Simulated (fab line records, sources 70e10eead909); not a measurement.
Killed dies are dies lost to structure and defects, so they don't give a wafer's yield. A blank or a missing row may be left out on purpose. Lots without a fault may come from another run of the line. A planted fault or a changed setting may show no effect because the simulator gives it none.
fab line records | flow nand_harc
record lots=6 wafers=18 last_day=33
route steps=1302 shown A_STAIRCASE@868 A_SGD_CUT@890 END@1302
lots that met no fault: from a run of the same line without faults
start_h: hours from the record's first day to the start of the lot's first wafer shown | wait_h: hours since the lot's step before | " the same as in the row above | L1.1+2: a row that stands for several wafers | - no value, or no start given | * or withheld: withheld | < > ~ a bound
route shown NAME@n: a module of which the file shows steps, and the number in the route of the first | usual: mean/standard deviation of fault-free wafers | same: alike in all rows | chamber/n: place in a boat | sites: the reading at each site | _std_site: their standard deviation | _edge_site: outer sites' mean less inner sites' | radius_mm: how far each site lies from the wafer's centre | mask NAME#n: copy n | behind: the tool/chamber that last shaped the wafer | hold: why the lot was held/for how many hours/how that ended | device: the transistor (n, p or np) that didn't switch | end of line: the same wafers' tests at the end of the route | a step without rows: its recipe alone | killed: dies lost to structure and defects at the first sort, not the wafer's yield | map: a wafer's dies, x killed, . not, _ none there
set.NAME: the setting as run; set.NAME@STEP: as run at that earlier step | model.NAME: the simulator's own value behind a step, which no gauge read
lots at some steps of the route; a table a step, a row a wafer
services: from which hour (start_h, from the record's first day; less than 0 if before it) a tool's chamber was out of use, for how many hours, and why
## steps
# step NHARC_A_STAIRCASE_HARDBAKE_442
# recipe temp_c=120 time_s=140
# step NHARC_A_STAIRCASE_DESCUM_443
# recipe time_s=3 o2_flow_sccm=200 ar_flow_sccm=0 bias_power_w=0 chemistry=O2
# step NHARC_A_STAIRCASE_ETCH_444
# recipe target_depth_a=2.04e+05 time_s=6800 c4f8_flow_sccm=20 o2_flow_sccm=10 ar_flow_sccm=withheld rf_w=600 bias_w=1000 chemistry=C4F8/O2
# usual oes_product_au=0.934/0.016 rf_vpp_V=806/5.2
# columns lot.wafer tool chamber start_h wait_h oes_product_au rf_hours_counter_h rf_vpp_V
L294.4 rie_diel-06 1 494.99 0.1 0.964 1 800
L294.6 " 1 496.88 1.9 0.955 - 800
L294.5 " 2 " " 0.958 - 813
L293.2 rie_diel-09 0 496.57 1.5 0.919 60 810
L293.5 " 1 " " 0.926 - 812
L293.6 " 2 " " 0.931 - 804
L305.1 rie_diel-02 3 613.10 0.1 0.960 7 813
L305.5 " 3 614.99 1.9 0.960 - 815
L305.6 " 0 " " 0.950 - 802
L306.2 rie_diel-06 3 635.95 0.1 0.931 44 807
L306.4 " 0 " " 0.931 49 805
L306.1 " 2 " " 0.929 48 813
L308.2 rie_diel-02 0 641.65 0.1 0.925 20 801
L308.1 " 1 " " 0.928 18 800
L308.3 " 3 " " 0.923 18 815
L307.2 rie_diel-06 0 642.80 1.1 0.930 53 805
L307.6 " 2 " " 0.921 - 812
L307.5 " 3 " " 0.929 - 808
# step NHARC_A_STAIRCASE_STRIP_446
# recipe power_w=1500 temp_c=250 chemistry=O2
# usual drypump_motor_current_A=5.9/0.55 heater_power_w=372/37
# columns lot.wafer tool chamber start_h wait_h drypump_motor_current_A heater_power_w rf_hours_counter_h
L294.4 plasma_asher-01 1 499.52 0.2 6.1 407 -
L294.6 " 0 " " 5.5 368 -
L294.5 " 1 " " 6.1 414 -
L293.2 plasma_asher-02 1 499.58 0.1 6.7 384 10
L293.5 " 0 " " 5.2 319 -
L293.6 " 1 " " 6.7 370 -
L305.1 plasma_asher-02 1 617.53 0.1 6.6 404 1
L305.6 " 0 " " 5.2 322 -
L305.5 " 1 " " 6.6 408 -
L306.2 plasma_asher-02 1 640.36 0.0 6.6 396 5
L306.1 " 0 " " 5.2 324 5
L306.4 " 0 " " 5.2 318 -
L308.1 plasma_asher-02 0 646.04 0.0 5.2 318 6
L308.2 " 1 " " 6.6 407 6
L308.3 " 1 " " 6.6 412 -
L307.2 plasma_asher-01 0 646.29 0.1 5.5 362 25
L307.6 " 0 " " 5.5 366 -
L307.5 " 1 " " 6.1 419 -
# step NHARC_A_STAIRCASE_STRIP_447
# recipe time_s=900 temp_c=130 chemistry=SPM
# step NHARC_A_STAIRCASE_PRECLEAN_448
# recipe time_s=* temp_c=50 bath_age_min=0 chemistry=SC1
# step NHARC_A_STAIRCASE_SRD_449
# step NHARC_A_STAIRCASE_CMP_450
# recipe target_thk_nm=200 material=SiO2
# usual motor_current_A=12.6/0.98 pad_life_wafers=216/93 slurry_filter_dp_kPa=13.48/0.15
# columns lot.wafer tool chamber start_h wait_h motor_current_A pad_life_wafers slurry_filter_dp_kPa
L294.4 cmp-04 3 500.18 - 11.7 396 13.50
L294.6 " 3 " " 12.6 - 13.30
L294.5 " 0 " " 10.9 - 13.63
L293.2 cmp-03 3 500.37 - 12.6 159 13.57
L293.5 " 0 " " 12.9 - 13.29
L293.6 " 1 " " 12.4 - 13.17
L305.1 cmp-04 0 618.28 - 10.7 30 13.66
L305.5 " 0 " " 10.4 - 13.49
L305.6 " 1 " " 12.7 - 13.69
L306.2 cmp-01 1 641.15 - 14.5 204 13.61
L306.4 " 2 " " 13.3 205 13.25
L306.1 " 3 " " 11.3 206 13.46
L308.3 cmp-01 2 646.83 - 13.8 234 13.27
L308.1 " 3 " " 11.8 235 13.61
L308.2 " 0 " " 13.3 236 13.44
L307.2 cmp-01 1 647.10 - 13.6 247 13.28
L307.5 " 0 " " 12.7 - 13.30
L307.6 " 1 " " 13.5 - 13.38
# step NHARC_A_STAIRCASE_CMP_152
# step NHARC_A_STAIRCASE_SRD_154
# step NHARC_A_STAIRCASE_ETCH_403
# recipe target_depth_a=1082 chemistry=dHF material=SiO2
# columns lot.wafer tool chamber start_h wait_h
L294.6+5+4 wet_bench-06 6,0,1 500.57 0.0
L293.5+2+6 wet_bench-01 3,6,0 500.72 0.0
L305.6+5+1 wet_bench-04 0,1,2 618.66 0.0
L306.2+1+4 wet_bench-06 6,0,1 641.55 0.0
L308.1+3+2 wet_bench-04 6,7,2 647.22 0.0
L307.2+6+5 wet_bench-06 5,7,0 647.48 0.0
# step NHARC_A_STAIRCASE_ETCHBACK_422
# recipe target_depth_a=400 over_etch_frac=0.3 time_s=74.286 ion_energy_ev=120 ch3f_flow_sccm=50 o2_flow_sccm=30 ar_flow_sccm=200 rf_w=500 bias_w=100 chemistry=CH3F/O2
# step NHARC_A_STAIRCASE_ETCH_423
# recipe target_depth_a=300 chemistry=dHF material=SiO2
# step NHARC_A_STAIRCASE_ETCHBACK_157
# recipe target_depth_a=900 over_etch_frac=0.3 time_s=167.14 ion_energy_ev=120 ch3f_flow_sccm=50 o2_flow_sccm=30 ar_flow_sccm=200 rf_w=500 bias_w=100 chemistry=CH3F/O2
# step NHARC_A_STAIRCASE_STRIP_475
# recipe time_s=20 o2_flow_sccm=500 ar_flow_sccm=0 bias_w=0 chemistry=O2
# usual drypump_motor_current_A=5.6/0.32 oes_product_au=1.001/0.0067 rf_vpp_V=57.8/0.91 showerhead_plenum_p_Torr=3.54/0.15 throttle_valve_pct=17.037/0.009
# columns lot.wafer tool chamber start_h wait_h drypump_motor_current_A oes_product_au rf_hours_counter_h rf_vpp_V showerhead_plenum_p_Torr throttle_valve_pct
L294.4 rie_diel-02 3 - - 5.1 0.998 29 57.3 3.79 17.048
L294.5 " 2 " " 5.8 1.004 - 57.1 3.57 17.039
L294.6 " 3 " " 5.1 0.997 - 58.7 3.79 17.027
L293.2 rie_diel-02 1 - - 5.7 1.003 31 57.0 3.34 17.027
L293.5 " 3 " " 5.1 1.003 - 58.1 3.79 17.032
L293.6 " 0 " " 5.2 0.997 - 57.8 3.37 17.027
L305.1 rie_diel-06 1 - - 5.3 0.991 51 57.2 3.29 17.026
L305.5 " 2 " " 5.8 0.988 - 58.1 3.69 17.038
L305.6 " 3 " " 5.8 1.010 - 58.0 3.56 17.051
L306.4 rie_diel-09 0 - - 5.8 1.006 41 57.4 3.62 17.050
L306.2 " 1 " " 5.7 0.990 40 58.3 3.69 17.037
L306.1 " 2 " " 5.8 1.005 34 57.0 3.45 17.049
L308.1 rie_diel-06 0 - - 6.2 0.998 55 56.9 3.49 17.033
L308.2 " 1 " " 5.3 1.001 59 56.5 3.29 17.033
L308.3 " 2 " " 5.8 0.998 54 58.0 3.68 17.044
L307.2 rie_diel-06 1 - - 5.3 1.005 59 56.7 3.29 17.035
L307.5 " 3 " " 5.8 1.007 - 58.5 3.55 17.038
L307.6 " 0 " " 6.2 1.011 - 58.5 3.49 17.024
# step NHARC_A_STAIRCASE_DEP_471
# recipe target_thk_a=1000 temp_c=400 pressure_torr=6.5 rf_w=900 teos_flow_sccm=161.4 flow_sccm=2650 target_thk_nm=100 gas=O2 material=SiO2
# step NHARC_A_STAIRCASE_CMP_472
# recipe material=SiO2
# step NHARC_A_STAIRCASE_SRD_474
# step NHARC_A_SGD_CUT_DEP_00
# recipe target_thk_a=500 temp_c=400 target_thk_nm=50 flow_sccm=200 rf_w=450 material=SiNx
# usual heater_power_w=712/72
# columns lot.wafer tool chamber start_h wait_h hold heater_power_w
L293.2 pecvd-03 0 502.78 0.1 - 771
L293.5 " 0 " " - 750
L293.6 " 2 " " - 844
L294.4 pecvd-04 2 502.86 0.2 - 749
L294.6 " 1 " " - 771
L294.5 " 2 " " - 747
L305.1 pecvd-01 0 620.20 0.1 - 636
L305.6 " 2 " " - 644
L305.5 " 1 " " - 697
L306.2 pecvd-03 1 648.23 4.8 await_dispo/4.7h/release 703
L306.1 " 0 " " await_dispo/4.7h/release 750
L306.4 " 2 " " await_dispo/4.7h/release 783
L308.2 pecvd-03 1 648.68 0.1 - 745
L308.1 " 2 " " - 663
L308.3 " 0 " " - 681
L307.2 pecvd-01 0 653.46 4.4 await_dispo/4.3h/release 574
L307.6 " 2 " " await_dispo/4.3h/release 722
L307.5 " 0 " " await_dispo/4.3h/release 573
# step NHARC_END_SORT_01
# recipe temp_c=25
# usual killed_at_array=54/16 killed_at_other=0.6/0.86 killed_at_periphery=3.8/2.6 killed_dies=58/16 killed_open=3.3/1.8 killed_short=2.7/1.7
# same gross_dies=677
# columns lot.wafer tool chamber start_h wait_h killed_at_array killed_at_other killed_at_periphery killed_dies killed_open killed_short
L294.4 prober-01 0 629.95 3.4 62 1 0 63 3 1
L306.1 prober-02 0 781.29 2.5 144 0 2 146 1 2
L306.2 prober-02 0 782.09 2.8 119 2 7 128 2 3
L306.4 prober-02 0 783.71 3.4 128 0 5 133 5 2
L307.2 prober-01 0 781.78 2.8 161 1 1 163 4 4
L307.5 prober-01 0 784.19 3.7 146 4 1 151 5 3
L307.6 prober-01 0 784.99 4.0 113 2 5 120 3 2
# killed by level:class
L294.4 A_CHANNEL_HOLE_D2:chamber_film_flake=32 A_SLIT:chamber_film_flake=11 A_CHANNEL_HOLE_D1:chamber_film_flake=5 A_ZERO_WELL:chamber_film_flake=3 A_DECK1_JOINT:chamber_film_flake=3 A_STAIRCASE:chamber_film_flake=3 A_CONTACT:chamber_film_flake=2 A_CHANNEL_HOLE_D1:geometric_particle:short=1
L306.1 A_STAIRCASE:unspecified=92 A_CHANNEL_HOLE_D2:chamber_film_flake=19 A_SLIT:chamber_film_flake=16 A_CHANNEL_HOLE_D1:chamber_film_flake=6 A_CONTACT:chamber_film_flake=6 A_STAIRCASE:chamber_film_flake=3 P_M0:geometric_particle:short=1 A_SOURCE_PLATE:geometric_particle:short=1
L307.2 A_STAIRCASE:unspecified=96 A_SLIT:chamber_film_flake=21 A_CHANNEL_HOLE_D2:chamber_film_flake=14 A_CONTACT:chamber_film_flake=12 A_CHANNEL_HOLE_D1:chamber_film_flake=7 A_ONON_D2:geometric_particle:open=2 A_CHANNEL_FILL_D1:chamber_film_flake=2 A_STAIRCASE:chamber_film_flake=2
L306.2 A_STAIRCASE:unspecified=66 A_SLIT:chamber_film_flake=15 A_CHANNEL_HOLE_D2:chamber_film_flake=12 A_CONTACT:chamber_film_flake=12 A_CHANNEL_HOLE_D1:chamber_film_flake=6 P_GATE:chamber_film_flake=3 A_STAIRCASE:chamber_film_flake=3 A_CHANNEL_FILL_D2:chamber_film_flake=2
L306.4 A_STAIRCASE:unspecified=85 A_SLIT:chamber_film_flake=16 A_CHANNEL_HOLE_D2:chamber_film_flake=7 A_CONTACT:chamber_film_flake=7 A_CHANNEL_HOLE_D1:chamber_film_flake=4 A_ONON_D2:geometric_particle:short=2 P_GATE:chamber_film_flake=2 P_CONTACT:geometric_particle:open=1
L307.5 A_STAIRCASE:unspecified=98 A_SLIT:chamber_film_flake=12 A_CHANNEL_HOLE_D2:chamber_film_flake=10 A_CONTACT:chamber_film_flake=9 A_CHANNEL_HOLE_D1:chamber_film_flake=8 THIN_TSV:chamber_film_flake=3 A_DECK1_JOINT:geometric_particle:open=2 A_STAIRCASE:chamber_film_flake=2
L307.6 A_STAIRCASE:unspecified=72 A_CHANNEL_HOLE_D2:chamber_film_flake=12 A_CHANNEL_HOLE_D1:chamber_film_flake=9 A_CONTACT:chamber_film_flake=9 A_SLIT:chamber_film_flake=6 P_CONTACT:chamber_film_flake=2 A_CHANNEL_FILL_D1:chamber_film_flake=2 THIN_TSV:chamber_film_flake=2
# map L306.1 (x killed, . not)
____________.____________
_________......._________
_______....x......_______
______.............______
_____..............._____
____.................____
____.................____
___...................___
___x....x.............___
__...xx................__
__...x.................__
_xxxxxxx..x............._
_xxxxxxxx..............._
_xxxxxxx................_
_xxxxxxxx.x............._
_xxxxxxxx.....x....x...._
xxxxxxxxx.x..............
xxxxxxxxx..............x.
.xxxxxxxx................
.xxxxxxxx.....x..........
.xxxxxxx....x............
_.x.xx.................._
_...x...xx.............._
_...x..................x_
_..x...................x_
_...................x..._
__.....................__
__.x..............x....__
___...x.........x.x.x.___
___..............xxxx.___
____..x..........xxx.____
____...xx........xxxx____
_____xxxxx.......xxx_____
______xx.x.......xx______
_______xxxx....xxx_______
_________x....x._________
____________.____________
# map L307.2 (x killed, . not)
____________.____________
_________......._________
_______..........._______
______......x......______
_____..............._____
____..............xx.____
____.............x...____
___...........x.xxxx..___
___...........xxxxxxx.___
__............xxxxxxxx.__
__........x..xxxxxxxxx.__
_.......x....xxxxxxxxx.._
_.........x..xxxxxxxx.xx_
_............xxxxxxxxxx._
_........x..xxxxxxxxxx.._
_........x..xxxxxxxxxxx._
..............xxxxxxx....
............x.xxxxxxx....
..........x....x.xx..x...
................xx.xx..x.
....................x....
_......................._
_........x.............._
_......................._
_..x..x..x.............._
_......................._
__.................x...__
__.....................__
___.......x...x..x....___
___..............xx.x.___
____..xxx.......xxxxx____
____..xx.x........xxx____
_____x.xxxx.....xxxx_____
______xxxxx..x..x..______
_______xxx.x....xx_______
_________xx....._________
____________.____________
## services
# columns tool chamber start_h hours kind
rie_diel-06 - 485.31 9.0 pm
pecvd-01 - 492.32 13.0 pm
pecvd-04 0 495.91 13.2 repair
cmp-01 - 496.30 4.0 pm
rie_diel-09 - 497.99 9.0 pm
wet_bench-04 - 500.26 1.5 repair
cmp-04 - 503.00 4.0 pm
rie_diel-06 - 505.38 0.5 repair
pecvd-04 2 517.87 4.0 repair
plasma_asher-01 - 520.38 9.0 pm
rie_diel-09 2 528.34 13.0 repair
wet_bench-06 - 545.60 8.0 pm
pecvd-03 - 547.69 13.0 pm
cmp-04 - 560.48 2.8 repair
pecvd-03 0 568.05 28.5 repair
rie_diel-02 - 571.62 9.0 pm
cmp-01 - 576.67 1.9 repair
wet_bench-04 - 579.21 8.0 pm
cmp-04 - 583.31 3.7 repair
rie_diel-02 1 588.48 1.6 repair
cmp-01 - 594.30 4.0 pm
cmp-04 - 601.00 4.0 pm
plasma_asher-02 - 605.53 9.0 pm
rie_diel-02 3 651.31 2.6 repair
## key
first_sign step=NHARC_END_SORT_01 reading=killed_dies direction=up sigmas=5.1 usual=58 struck=140
effect step=NHARC_END_SORT_01 reading=killed_at_array direction=up sigmas=5.1 usual=54 struck=135
more_kills_born_at NHARC_A_STAIRCASE_ETCH_403@wet_bench-06=509
met_at NHARC_A_STAIRCASE_ETCH_403
struck_wafers L306.1,L306.2,L306.4,L307.2,L307.5,L307.6
tester_left_out L306,L307
onset_between 500.57 641.55
also_fits NHARC_A_STAIRCASE_ETCH_444:rie_diel-06
fault kind=chamber_particle_source tool=wet_bench-06 chamber=- onset_h=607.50 steps=NHARC_A_STAIRCASE_ETCH_403 rate_per_visit_cm2=1.2909 end_h=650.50
# tester_left_out: of these lots the tester's yield and bins aren't shown, on N5 and GAA mostly nor the transistor test; their killed dies are dies lost to structure and defects alone, not to doping, threshold or leakage, so they don't give the yield
